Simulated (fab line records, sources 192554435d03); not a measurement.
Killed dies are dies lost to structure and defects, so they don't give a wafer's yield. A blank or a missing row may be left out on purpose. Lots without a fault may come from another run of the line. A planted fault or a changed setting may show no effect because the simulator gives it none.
fab line records | flow n5_finfet
record lots=6 wafers=18 last_day=21
route steps=1938 shown BEOL_M2@868 BEOL_M4@1111 PASSIVATION@1936
lots that met no fault: from a run of the same line without faults
start_h: hours from the record's first day to the start of the lot's first wafer shown | wait_h: hours since the lot's step before | " the same as in the row above | L1.1+2: a row that stands for several wafers | - no value, or no start given | * or withheld: withheld | < > ~ a bound
route shown NAME@n: a module of which the file shows steps, and the number in the route of the first | usual: mean/standard deviation of fault-free wafers | same: alike in all rows | chamber/n: place in a boat | sites: the reading at each site | _std_site: their standard deviation | _edge_site: outer sites' mean less inner sites' | radius_mm: how far each site lies from the wafer's centre | mask NAME#n: copy n | behind: the tool/chamber that last shaped the wafer | hold: why the lot was held/for how many hours/how that ended | device: the transistor (n, p or np) that didn't switch | end of line: the same wafers' tests at the end of the route | a step without rows: its recipe alone | killed: dies lost to structure and defects at the first sort, not the wafer's yield | map: a wafer's dies, x killed, . not, _ none there
set.NAME: the setting as run; set.NAME@STEP: as run at that earlier step | model.NAME: the simulator's own value behind a step, which no gauge read
lots at some steps of the route; a table a step, a row a wafer
services: from which hour (start_h, from the record's first day; less than 0 if before it) a tool's chamber was out of use, for how many hours, and why
## steps
# step N5_BEOL_M2_COAT_68
# recipe resist=SiARC temp_c=220 time_s=60 spin_rpm=1500 resist_thk_nm=12
# step N5_BEOL_M2_COAT_76
# recipe resist=underlayer temp_c=205 time_s=60 spin_rpm=1500 resist_thk_nm=5
# step N5_BEOL_M2_COAT_22
# recipe resist=CAR-EUV spin_rpm=1500 resist_thk_nm=30
# step N5_BEOL_M2_EBR_24
# recipe solvent=PGMEA ebr_width_mm=1.5
# step N5_BEOL_M2_SOFTBAKE_23
# recipe temp_c=110 time_s=60 resist=CAR-EUV
# step N5_BEOL_M2_EXPOSE_25
# recipe mask_id=V1 na=0.33 source_shape=quasar sigma_inner=0.2 sigma_outer=0.8 polarization=unpolarized defocus_nm=5 dose_mj=63
# step N5_BEOL_M2_PEB_26
# recipe peb_temp_c=100 peb_time_s=60 resist=CAR-EUV
# step N5_BEOL_M2_DEVELOP_27
# recipe develop_time_s=30 developer=TMAH resist=CAR-EUV rinse_liquid=surfactant_rinse dry=air_spin dev_temp_c=23
# step N5_BEOL_M2_CD_MEAS_28
# recipe target_cd_nm=26.2 landing_energy_ev=500 detector=se_inlens target_cd_y_nm=24.1 polarity=opening
# usual cd_nm=26.19/0.25
# columns lot.wafer tool chamber start_h wait_h cd_nm
L473.1 cd_sem-02 0 178.40 - 26.27
L473.5 " 0 " " 26.25
L473.6 " 0 " " 25.67
L477.1 cd_sem-03 0 202.80 - 26.25
L477.2 " 0 " " 26.44
L477.3 " 0 " " 26.32
L483.1 cd_sem-03 0 229.85 - 26.02
L483.5 " 0 " " 26.30
L483.6 " 0 " " 26.32
L485.3 cd_sem-03 0 233.07 - 26.50
L485.4 " 0 " " 26.49
L485.5 " 0 " " 26.33
L492.1 cd_sem-03 0 267.30 - 26.42
L492.5 " 0 " " 26.19
L492.6 " 0 " " 26.16
L493.3 cd_sem-02 0 272.27 - 25.95
L493.4 " 0 " " 26.43
L493.5 " 0 " " 26.60
# step N5_BEOL_M2_OVL_MEAS_29
# recipe points_per_wafer=522
# usual V1_OVL=0.7/0.79
# columns lot.wafer tool chamber start_h wait_h V1_OVL[nm]
L473.1 overlay-01 0 178.43 0.0 -1.2
L473.5 " 0 " " -0.8
L473.6 " 0 " " -0.1
L477.1 overlay-01 0 202.83 0.0 0.8
L477.2 " 0 " " -0.3
L477.3 " 0 " " 0.6
L483.1 overlay-01 0 229.88 0.0 1.3
L483.5 " 0 " " 1.0
L483.6 " 0 " " 1.2
L485.3 overlay-01 0 233.11 0.0 0.0
L485.4 " 0 " " 0.3
L485.5 " 0 " " 2.2
L492.1 overlay-01 0 267.33 0.0 1.7
L492.5 " 0 " " 0.9
L492.6 " 0 " " 1.2
L493.3 overlay-01 0 272.31 0.0 1.2
L493.4 " 0 " " 2.2
L493.5 " 0 " " -0.2
# step N5_BEOL_M2_INSPECT_30
# recipe mode=adi inspect_instrument=brightfield
# usual raw_defect_count=414/97
# columns lot.wafer tool chamber start_h wait_h raw_defect_count
L473.1 defect_inspect-01 - 178.49 0.1 613
L473.5 " - " " 498
L473.6 " - " " 467
L477.1 defect_inspect-02 - 202.89 0.1 365
L477.2 " - " " 442
L477.3 " - " " 383
L483.1 defect_inspect-01 - 229.94 0.1 453
L483.5 " - " " 242
L483.6 " - " " 241
L485.3 defect_inspect-01 - 233.16 0.0 485
L485.4 " - " " 353
L485.5 " - " " 271
L492.1 defect_inspect-01 - 267.39 0.1 650
L492.5 " - " " 583
L492.6 " - " " 462
L493.3 defect_inspect-02 - 272.36 0.0 451
L493.4 " - " " 338
L493.5 " - " " 443
# step N5_BEOL_M2_DESCUM_33
# recipe chemistry=O2 time_s=7 source_power_w=50 bias_power_w=20 pressure_mtorr=20 rf_frequency_hz=2.712e+07 temp_c=40 resist=CAR-EUV o2_flow_sccm=225
# usual drypump_motor_current_A=5.69/0.2 oes_product_au=0.79/0.085 rf_vpp_V=243.0/1.5 showerhead_plenum_p_Torr=2.08/0.067 temp_c=40.00/0.11 throttle_valve_pct=20.47/0.26
# columns lot.wafer tool chamber start_h wait_h drypump_motor_current_A oes_product_au rf_hours_counter_h rf_vpp_V showerhead_plenum_p_Torr temp_c throttle_valve_pct
L473.1 rie_diel-04 0 178.75 0.3 5.85 0.93 14 242.3 2.07 40.08 20.59
L473.5 " 0 " " 5.86 0.94 - 243.9 2.07 39.89 20.61
L473.6 " 1 " " 5.90 0.98 - 242.4 2.06 40.23 20.20
L477.1 rie_diel-03 3 202.92 0.0 5.66 0.78 135 241.2 1.97 40.13 20.09
L477.2 " 0 " " 5.53 0.69 209 243.1 2.08 39.96 20.60
L477.3 " 2 " " 5.97 0.73 177 244.7 2.16 39.97 20.42
L483.1 rie_diel-03 1 229.97 0.0 5.76 0.76 128 243.1 2.02 39.92 20.72
L483.5 " 1 " " 5.79 0.76 - 242.9 2.02 39.93 20.71
L483.6 " 2 " " 5.97 0.72 - 243.8 2.15 39.97 20.43
L485.3 rie_diel-01 3 233.19 0.0 5.84 0.95 6 242.9 2.03 39.85 19.86
L485.4 " 1 " " 5.51 0.82 89 243.8 2.17 40.09 20.33
L485.5 " 0 " " 5.73 0.81 - 242.4 2.01 40.19 20.29
L492.1 rie_diel-04 2 267.43 0.0 5.41 0.95 10 242.9 2.15 39.93 20.22
L492.5 " 2 " " 5.42 0.96 - 242.9 2.15 40.03 20.23
L492.6 " 1 " " 5.93 0.90 - 243.3 2.05 40.02 20.24
L493.3 rie_diel-01 0 272.40 0.0 5.75 0.81 123 241.8 2.00 39.98 20.32
L493.4 " 3 " " 5.84 0.92 17 244.2 2.03 40.02 19.87
L493.5 " 2 " " 5.62 0.72 - 243.1 2.07 40.12 20.86
# step N5_BEOL_M2_ETCH_77
# recipe chemistry=N2/H2 target=underlayer target_depth_a=65 mask_material=CAR-EUV time_s=5.2 ion_energy_ev=200 pressure_mtorr=30 source_w=840 bias_w=150 n2_flow_sccm=200 h2_flow_sccm=200 ends=cleared
# usual bias_w=150.0/0.43 chamber_pressure_mTorr=30.00/0.044 drypump_motor_current_A=5.69/0.2 etch_rf_on_time_s=5.23/0.18 n2_flow_sccm=200.0/0.58 oes_product_au=0.68/0.077 rf_vpp_V=523.5/2.5 showerhead_plenum_p_Torr=2.53/0.087 throttle_valve_pct=17.89/0.23
# columns lot.wafer tool chamber start_h wait_h bias_w chamber_pressure_mTorr drypump_motor_current_A etch_rf_on_time_s n2_flow_sccm oes_product_au rf_hours_counter_h rf_vpp_V showerhead_plenum_p_Torr throttle_valve_pct model.CAR-EUV_of_BEOL_M2_COAT_22.thk_nm
L473.1 rie_diel-04 0 178.79 0.0 150.3 30.07 5.87 4.97 200.5 0.81 14 523.1 2.48 17.76 20.4
L473.5 " 0 " " 150.3 29.97 5.86 4.99 200.2 0.81 - 522.4 2.48 17.73 20.4
L473.6 " 1 " " 150.3 30.06 5.93 4.96 199.9 0.86 - 523.3 2.51 17.69 20.4
L477.1 rie_diel-03 3 202.96 0.0 150.5 29.99 5.65 5.49 200.2 0.65 135 521.6 2.42 17.59 20.2
L477.2 " 0 " " 150.7 29.98 5.53 5.10 199.6 0.59 209 522.0 2.49 17.79 20
L477.3 " 2 " " 150.0 29.94 5.92 5.48 200.4 0.61 177 526.0 2.63 17.87 20.2
L483.1 rie_diel-03 1 230.01 0.0 - - - - - - - - - - 26
L483.5 " 1 " " - - - - - - - - - - 26
L483.6 " 2 " " - - - - - - - - - - 26
L485.3 rie_diel-01 3 233.22 0.0 - - - - - - - - - - 26.2
L485.4 " 1 " " - - - - - - - - - - 26.2
L485.5 " 0 " " - - - - - - - - - - 26.2
L492.1 rie_diel-04 2 267.46 0.0 149.7 29.97 5.42 5.08 199.7 0.82 10 525.7 2.62 17.73 20.2
L492.5 " 2 " " 150.1 30.06 5.40 5.09 199.1 0.82 - 526.7 2.62 17.74 20.4
L492.6 " 1 " " 150.6 30.03 5.92 5.07 200.5 0.78 - 521.8 2.50 17.73 20.4
L493.3 rie_diel-01 0 272.43 0.0 149.7 30.00 5.72 5.07 199.4 0.69 123 522.2 2.45 17.84 20
L493.4 " 3 " " 149.6 29.99 5.85 5.20 199.0 0.78 17 523.3 2.50 17.50 20.2
L493.5 " 2 " " 149.6 30.01 5.64 5.48 198.9 0.61 - 523.5 2.54 18.40 20.4
# step N5_BEOL_M2_ETCH_69
# recipe chemistry=CF4 target=SiARC target_depth_a=156 mask_material=CAR-EUV time_s=26 ion_energy_ev=80 pressure_mtorr=40 source_w=545 bias_w=36 Ar_flow_sccm=100 cf4_flow_sccm=100 ends=cleared
# usual bias_w=36.01/0.1 cf4_flow_sccm=100.0/0.34 drypump_motor_current_A=5.68/0.2 etch_rf_on_time_s=26.2/0.91 mfc_ar_sccm=100.0/0.3 oes_product_au=0.68/0.075 rf_vpp_V=183.9/1.1 showerhead_plenum_p_Torr=2.13/0.063 throttle_valve_pct=15.65/0.2
# columns lot.wafer tool chamber start_h wait_h bias_w cf4_flow_sccm drypump_motor_current_A etch_rf_on_time_s mfc_ar_sccm oes_product_au rf_hours_counter_h rf_vpp_V showerhead_plenum_p_Torr throttle_valve_pct
L473.1 rie_diel-04 0 178.80 0.0 36.28 99.6 5.86 25.0 100.3 0.81 14 183.1 2.10 15.59
L473.5 " 0 " " 36.08 100.0 5.84 24.7 99.8 0.81 - 183.7 2.10 15.59
L473.6 " 1 " " 36.30 100.4 5.88 24.9 100.2 0.85 - 184.7 2.08 15.24
L477.1 rie_diel-03 3 202.97 0.0 36.12 99.5 5.65 27.0 100.1 0.65 135 182.8 2.06 15.57
L477.2 " 0 " " 35.87 99.6 5.51 25.1 99.4 0.61 209 185.1 2.11 15.69
L477.3 " 2 " " 35.93 99.7 5.94 26.9 99.8 0.62 177 184.9 2.21 15.68
L483.1 rie_diel-03 1 230.02 0.0 35.91 99.7 5.78 25.7 99.7 0.68 128 182.6 2.06 15.71
L483.5 " 1 " " 36.08 100.5 5.79 25.7 100.2 0.68 - 183.6 2.06 15.71
L483.6 " 2 " " 36.11 99.2 5.96 27.1 100.0 0.61 - 183.7 2.21 15.70
L485.3 rie_diel-01 3 233.24 0.0 35.99 99.6 5.85 26.4 100.4 0.81 6 183.2 2.12 15.22
L485.4 " 1 " " 36.06 100.3 5.54 25.6 99.9 0.70 89 184.9 2.24 15.65
L485.5 " 0 " " 36.17 99.9 5.74 25.2 99.7 0.70 - 182.5 2.08 15.62
L492.1 rie_diel-04 2 267.48 0.0 36.12 100.6 5.41 25.7 99.9 0.81 10 186.0 2.19 15.32
L492.5 " 2 " " 35.99 100.5 5.43 25.8 99.3 0.83 - 184.9 2.19 15.33
L492.6 " 1 " " 36.04 100.5 5.93 25.3 99.4 0.79 - 183.5 2.07 15.29
L493.3 rie_diel-01 0 272.45 0.0 36.10 100.4 5.74 25.5 100.0 0.69 123 182.4 2.08 15.64
L493.4 " 3 " " 36.21 99.9 5.85 26.3 100.1 0.78 17 183.5 2.11 15.26
L493.5 " 2 " " 36.03 99.5 5.63 27.7 99.5 0.60 - 182.4 2.13 16.06
# step N5_BEOL_M2_ALD_98
# recipe material=SiO2 target_thk_a=25 temp_c=100 ald_precursor_family=BDEAS ald_co_reactant=O2-plasma pulse_time_s=1 co_reactant_pulse_time_s=1 purge_time_s=2 co_reactant_purge_time_s=2 ald_cycles=17 pressure_torr=2
# usual heater_power_w=75/8.9 precursor_pulse_height_rel=0.999/0.022
# same purge_time_s=2
# columns lot.wafer tool chamber start_h wait_h heater_power_w precursor_pulse_height_rel
L473.1 ald_sin-02 0 179.12 0.3 59 1.009
L473.5 " 0 " " 59 0.965
L473.6 " 3 " " 74 0.949
L477.1 ald_sin-02 1 203.06 0.1 69 0.996
L477.2 " 0 " " 57 0.980
L477.3 " 2 " " 72 0.991
L483.1 ald_sin-01 3 230.11 0.1 82 0.970
L483.5 " 2 " " 79 0.988
L483.6 " 3 " " 82 0.966
L485.3 ald_sin-01 1 233.48 0.2 84 0.983
L485.4 " 2 " " 83 1.008
L485.5 " 3 " " 83 1.025
L492.1 ald_sin-03 3 267.72 0.2 86 0.957
L492.5 " 3 " " 85 1.020
L492.6 " 1 " " 82 1.029
L493.3 ald_sin-02 0 274.46 2.0 58 0.985
L493.4 " 1 " " 67 0.964
L493.5 " 0 " " 58 1.009
# step N5_BEOL_M2_ETCHBACK_99
# recipe chemistry=CHF3 target=SiO2 target_depth_a=50 time_s=10.4 source_w=215 bias_w=47 Ar_flow_sccm=200 CHF3_flow_sccm=12 ion_energy_ev=100 pressure_mtorr=30
# usual drypump_motor_current_A=5.67/0.22 mfc_ar_sccm=200.0/0.69 oes_product_au=0.80/0.088 rf_vpp_V=243/9 showerhead_plenum_p_Torr=2.14/0.064 throttle_valve_pct=17.10/0.24
# columns lot.wafer tool chamber start_h wait_h drypump_motor_current_A mfc_ar_sccm oes_product_au rf_hours_counter_h rf_vpp_V showerhead_plenum_p_Torr throttle_valve_pct model.CAR-EUV_of_BEOL_M2_COAT_22.thk_nm
L473.1 rie_diel-01 0 180.62 1.5 5.75 199.8 0.84 88 227 2.09 17.03 10.4
L473.5 " 0 " " 5.78 199.6 0.84 - 227 2.09 17.04 10.4
L473.6 " 3 " " 5.86 200.1 0.68 - 251 2.11 17.03 10.4
L477.1 rie_diel-01 2 209.91 6.8 5.64 200.2 0.73 173 250 2.15 17.51 10.2
L477.2 " 1 " " 5.57 199.9 0.84 79 259 2.27 17.13 10
L477.3 " 0 " " 5.73 200.2 0.82 101 227 2.09 17.07 10.2
L483.1 rie_diel-01 0 249.71 19.6 5.73 201.0 0.82 115 227 2.08 17.11 16
L483.5 " 1 " " 5.53 199.7 0.82 - 259 2.26 17.16 16
L483.6 " 0 " " 5.72 199.4 0.81 - 228 2.08 17.10 16.2
L485.3 rie_diel-03 0 265.57 32.0 5.55 200.2 0.69 232 230 2.11 17.15 16.2
L485.4 " 2 " " 5.96 200.0 0.71 - 241 2.21 17.14 16.2
L485.5 " 0 " " 5.54 200.1 0.69 - 231 2.11 17.15 16.2
L492.1 rie_diel-01 3 300.04 32.3 5.89 201.0 0.90 27 251 2.10 16.63 10.4
L492.5 " 3 " " 5.87 199.8 0.89 - 249 2.10 16.62 10.4
L492.6 " 0 " " 5.73 199.1 0.79 - 228 2.08 17.10 10.4
L493.3 rie_diel-04 3 317.18 42.7 5.25 200.5 0.69 211 247 2.19 17.37 10.2
L493.4 " 0 " " 5.84 199.5 0.85 56 242 2.09 17.11 10.4
L493.5 " 1 " " 5.90 199.3 0.88 - 245 2.07 16.72 10.4
# step N5_BEOL_M2_ETCH_70
# recipe chemistry=N2/H2 target=SOC target_depth_a=800 overetch_a=240 mask_material=SiARC temp_c=40 time_s=130 ion_energy_ev=200 pressure_mtorr=30 source_w=840 bias_w=150 n2_flow_sccm=200 h2_flow_sccm=200
# usual bias_w=150.1/0.46 chamber_pressure_mTorr=29.997/0.026 drypump_motor_current_A=5.67/0.22 n2_flow_sccm=200.0/0.54 oes_product_au=0.59/0.059 rf_vpp_V=523.8/2.2 showerhead_plenum_p_Torr=2.54/0.083 temp_c=40.01/0.12 throttle_valve_pct=17.88/0.25
# columns lot.wafer tool chamber start_h wait_h bias_w chamber_pressure_mTorr drypump_motor_current_A n2_flow_sccm oes_product_au rf_hours_counter_h rf_vpp_V showerhead_plenum_p_Torr temp_c throttle_valve_pct
L473.1 rie_diel-01 0 180.66 0.0 150.1 30.008 5.77 200.5 0.60 88 521.8 2.47 40.27 17.75
L473.5 " 0 " " 149.8 29.995 5.74 200.5 0.61 - 522.9 2.47 40.07 17.75
L473.6 " 3 " " 150.3 30.040 5.87 200.3 0.51 - 523.2 2.51 40.11 17.85
L477.1 rie_diel-01 2 209.94 0.0 148.9 29.991 5.64 200.0 0.55 173 523.7 2.54 39.94 18.33
L477.2 " 1 " " 150.5 29.955 5.53 200.1 0.60 79 528.4 2.68 39.93 17.89
L477.3 " 0 " " 149.9 29.965 5.72 200.0 0.60 101 520.5 2.46 39.92 17.77
L483.1 rie_diel-01 0 249.75 0.0 150.0 29.986 5.76 200.2 0.58 115 520.5 2.46 40.14 17.80
L483.5 " 1 " " 149.8 29.966 5.56 200.0 0.59 - 527.3 2.67 39.95 17.90
L483.6 " 0 " " 149.3 29.966 5.75 201.0 0.58 - 521.6 2.46 40.12 17.78
L485.3 rie_diel-03 0 265.61 0.0 150.1 29.992 5.54 199.9 0.50 232 522.2 2.48 39.83 17.77
L485.4 " 2 " " 150.2 29.978 6.01 200.8 0.53 - 525.8 2.62 39.71 17.86
L485.5 " 0 " " 149.8 30.014 5.54 199.5 0.51 - 522.2 2.48 39.96 17.79
L492.1 rie_diel-01 3 300.07 0.0 150.4 30.004 5.87 200.0 0.66 27 523.7 2.49 40.12 17.46
L492.5 " 3 " " 150.0 29.973 5.86 200.2 0.66 - 522.7 2.49 40.16 17.49
L492.6 " 0 " " 150.9 30.030 5.75 200.5 0.57 - 522.2 2.45 40.07 17.83
L493.3 rie_diel-04 3 317.22 0.0 149.5 30.021 5.23 200.7 0.53 211 526.7 2.63 40.00 18.30
L493.4 " 0 " " 149.4 29.993 5.89 199.1 0.63 56 524.4 2.46 39.99 17.75
L493.5 " 1 " " 150.3 30.046 5.94 199.1 0.65 - 521.7 2.49 40.11 17.71
# step N5_BEOL_M4_RC_MEAS_101
# usual DIBL_N=36.1/2.3 DIBL_P=36/3.2 IOFF_N=0.16/0.045 IOFF_P=0.21/0.049 ION_N=674/14 ION_P=462/8.4 SS_N=71.6/0.83 SS_P=73.2/0.87 VT_N=249/3.8 VT_P=-250/3.4
# columns lot.wafer tool chamber start_h wait_h DIBL_N[mV/V] DIBL_P[mV/V] IOFF_N[nA/um] IOFF_P[nA/um] ION_N[uA/um] ION_P[uA/um] SS_N[mV/dec] SS_P[mV/dec] VT_N[mV] VT_P[mV]
L473.1 prober-01 0 271.70 0.0 37.5 40 0.19 0.26 696 476 72.0 74.0 245 -246
L473.5 " 0 " " 34.7 36 0.13 0.20 669 470 70.9 72.6 248 -248
L473.6 " 0 " " 33.6 34 0.12 0.17 655 450 71.6 72.8 253 -251
L477.1 prober-02 0 288.86 0.0 36.4 36 0.17 0.19 671 448 72.1 73.3 252 -253
L477.2 " 0 " " 38.2 38 0.19 0.24 677 459 72.6 73.5 250 -251
L477.3 " 0 " " 35.8 36 0.16 0.20 672 458 72.1 73.1 252 -251
L483.1 prober-02 0 317.41 0.0 38.7 39 0.18 0.27 694 480 72.5 74.5 248 -248
L483.5 " 0 " " 34.2 33 0.11 0.19 669 468 71.1 72.6 251 -249
L483.6 " 0 " " 34.9 34 0.12 0.22 648 457 71.4 72.3 252 -250
L485.3 prober-02 0 345.12 0.3 35.7 35 0.15 0.21 677 469 71.4 73.9 248 -246
L485.4 " 0 " " 35.0 34 0.14 0.19 658 451 71.9 72.7 248 -251
L485.5 " 0 " " 35.6 35 0.14 0.22 662 462 72.0 74.3 248 -250
L492.1 prober-02 0 358.67 0.0 37.4 39 0.19 0.23 695 472 72.0 74.2 244 -251
L492.5 " 0 " " 40.1 41 0.24 0.29 685 475 72.7 74.1 244 -246
L492.6 " 0 " " 37.9 39 0.18 0.22 685 469 72.5 73.3 247 -252
L493.3 prober-02 0 389.14 0.3 34.9 37 0.16 0.24 673 466 71.2 73.5 247 -246
L493.4 " 0 " " 33.5 35 0.15 0.21 674 465 71.0 72.2 247 -249
L493.5 " 0 " " 39.4 42 0.26 0.34 691 476 72.0 74.5 243 -242
# step N5_PASSIVATION_PROBE_49
# usual defect_limited_yield=90.9/1.6 killed_at_M0_to_M3=37/11 killed_at_M4_up=15/5.6 killed_at_contacts=13/6.4 killed_at_front_end=39/11 killed_at_other=4/3.1 killed_dies=107/19 killed_open=71/14 killed_short=34/7.8 sort_bin_5_function=5.3/1 sort_bin_6_memory=3.4/0.72 sort_bin_8_speed=0.0/0.42 sort_n_pass=1072/20 sort_yield_pct=90.9/1.7
# same gross_dies=1180 killed_at_back_side=0 sort_bin_4_leakage[%]=0
# columns lot.wafer tool chamber start_h wait_h defect_limited_yield[%] killed_at_M0_to_M3 killed_at_M4_up killed_at_contacts killed_at_front_end killed_at_other killed_dies killed_open killed_short sort_bin_5_function[%] sort_bin_6_memory[%] sort_bin_8_speed[%] sort_n_pass sort_yield_pct[%]
L473.1 prober-01 - 370.48 0.0 90.8 35 24 5 43 1 108 72 32 5.4 3.4 0 1072 90.8
L473.5 prober-01 - 370.68 0.2 92.5 32 11 9 32 4 88 47 40 4.4 2.6 0 1092 92.5
L473.6 prober-01 - 370.73 0.3 90.6 32 12 11 55 1 111 55 42 4.7 3.7 0 1069 90.6
# killed by level:class
L473.1 BEOL_M4:geometric_particle:open=12 BEOL_M2:geometric_particle:open=10 STI_FIN_REVEAL:geometric_particle:open=9 BEOL_M0_SAQP:geometric_particle:short=7 BEOL_M1:geometric_particle:open=7 BEOL_M0_SAQP:geometric_particle:open=6 FIN_SAQP:geometric_particle:short=5 STARTING-WAFER:geometric_particle:open=5
L473.5 BEOL_M3:geometric_particle:open=10 MOL_CONTACT_COAG:geometric_particle:open=7 BEOL_M0_SAQP:geometric_particle:short=7 STI_FIN_REVEAL:geometric_particle:short=5 GATE_CUT:geometric_particle:short=5 FIN_SAQP:geometric_particle:short=4 BEOL_M5:geometric_particle:open=4 BEOL_M2:geometric_particle:open=4
L473.6 FIN_SAQP:geometric_particle:short=14 BEOL_M4:geometric_particle:open=8 FIN_SAQP:geometric_particle:open=7 MOL_CONTACT_COAG:geometric_particle:open=7 BEOL_M0_SAQP:geometric_particle:open=7 BEOL_M0_SAQP:geometric_particle:short=7 HKMG_FIN:area_etch=7 GATE_CUT:geometric_particle:short=6
## services
# columns tool chamber start_h hours kind
ald_sin-03 0 159.56 17.0 repair
ald_sin-03 - 178.22 14.0 pm
rie_diel-01 3 191.56 - clean
rie_diel-01 3 191.56 - consumable_replace:focus_ring
rie_diel-01 3 191.56 22.6 scheduled_down
rie_diel-01 3 191.56 22.6 vent_cycle
ald_sin-02 - 201.27 1.3 repair
rie_diel-03 0 206.78 4.0 repair
rie_diel-04 2 209.91 - clean
rie_diel-04 2 209.91 - consumable_replace:focus_ring
rie_diel-04 2 209.91 14.3 scheduled_down
rie_diel-04 2 209.91 14.3 vent_cycle
ald_sin-01 2 222.13 4.4 repair
rie_diel-03 2 238.86 1.8 repair
rie_diel-03 3 254.51 19.3 repair
ald_sin-03 0 266.08 1.6 repair
ald_sin-01 - 268.54 14.0 pm
ald_sin-02 1 274.90 18.3 repair
ald_sin-03 - 283.96 0.2 repair
ald_sin-02 3 285.52 3.7 repair
ald_sin-02 0 286.16 4.2 repair
ald_sin-03 - 289.08 0.6 repair
rie_diel-03 3 289.92 5.3 repair
rie_diel-04 0 298.90 4.3 repair
## key
first_sign step=N5_BEOL_M2_ETCH_77 reading=tool_record direction=missing
effect none on later readings
model_effect step=N5_BEOL_M2_ETCH_77 value=CAR-EUV_of_BEOL_M2_COAT_22.thk_nm without=20.4 struck=26.1
model_effect step=N5_BEOL_M2_ETCHBACK_99 value=CAR-EUV_of_BEOL_M2_COAT_22.thk_nm without=10.4 struck=16.13
met_at N5_BEOL_M2_ETCH_77
struck_wafers L483.1,L483.5,L483.6,L485.3,L485.4,L485.5
onset_between 202.96 230.01
fault kind=skipped_step_whole tool=rie_diel-01,rie_diel-03 chamber=- onset_h=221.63 steps=N5_BEOL_M2_ETCH_77 scope=struck_lots_only
